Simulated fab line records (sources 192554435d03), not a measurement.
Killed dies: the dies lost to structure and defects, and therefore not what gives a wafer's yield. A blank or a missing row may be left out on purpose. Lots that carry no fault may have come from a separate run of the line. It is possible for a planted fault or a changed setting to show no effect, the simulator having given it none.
Matching of chambers    flow n5Finfet    4 sister chambers for N5_MOL_CONTACT_COAG_CMP_52 on cmp-02
The step polishes, stops on SiO2, t overpolish 1.5 s, target thk 66.5 nm. 14 wafers are shown with their chamber, then 7 later ones without.

## WAFERS, EACH WITH ITS CHAMBER
wafer   chamber  motorCurrentA (A)  platenRpm (rpm)  edgeZonePressureFrac
L075.1  2        13.3               50.25            0.995
L075.4  0        11.5               50.31            1.006
L075.5  1        11.1               50.32            1.000
L079.3  0        11.2               50.25            1.003
L079.4  1        10.9               50.34            1.004
L079.6  3        12.2               50.23            1.002
L080.1  2        12.8               50.33            0.999
L080.2  1        11.4               50.32            0.998
L080.6  0        11.2               50.23            1.004
L086.1  2        13.4               50.36            0.998
L086.4  0        11.5               50.30            0.994
L086.5  0        11.5               50.26            1.003
L087.1  2        12.6               50.28            1.001
L087.5  2        13.0               50.29            0.999

SIGNATURES (averages over the wafers above)
reading               chamber 0  chamber 1  chamber 2  chamber 3  scatter within a chamber
motorCurrentA         11.380     11.133     13.020     12.200     0.261
platenRpm             50.2700    50.3267    50.3020    50.2300    0.0351
edgeZonePressureFrac  1.00200    1.00067    0.99840    1.00200    0.00352
Rule: for each reading, subtract the chamber's mean from the wafer's reading, divide by that reading's scatter and square the result; add these up over the readings and take the root, which gives the wafer's distance from the chamber. If the next closest chamber is less than 2 further off than the closest, the wafer can't be placed; otherwise it belongs to the closest. The scatter is the square root of a quotient: the sum, over the shown wafers, of each reading's squared deviation from its chamber's mean, divided by wafers minus chambers.

## WAFERS WHOSE CHAMBER IS MISSING
wafer   motorCurrentA (A)  platenRpm (rpm)  edgeZonePressureFrac
L087.6  11.1               50.24            1.001
L089.1  12.7               50.25            0.997
L089.2  11.4               50.28            0.999
L089.5  11.9               50.25            1.005
L095.2  12.0               50.28            1.000
L095.5  12.8               50.29            1.000
L095.6  11.8               50.32            0.998

## WHICH CHAMBER EACH ONE RAN IN
wafer   from the rows above           in truth
L087.6  can't be placed: 0 or 1       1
L089.1  can't be placed: 2 or 3       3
L089.2  can't be placed: 0 or 1       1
L089.5  can't be placed: 3 or 0       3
L095.2  can't be placed: 3 or 0 or 1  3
L095.5  can't be placed: 2 or 3       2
L095.6  can't be placed: 0 or 1 or 3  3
0 of 7 placed correctly. These rows do not allow placing 7 (true chamber among the candidates in 7). 0 placed wrongly.
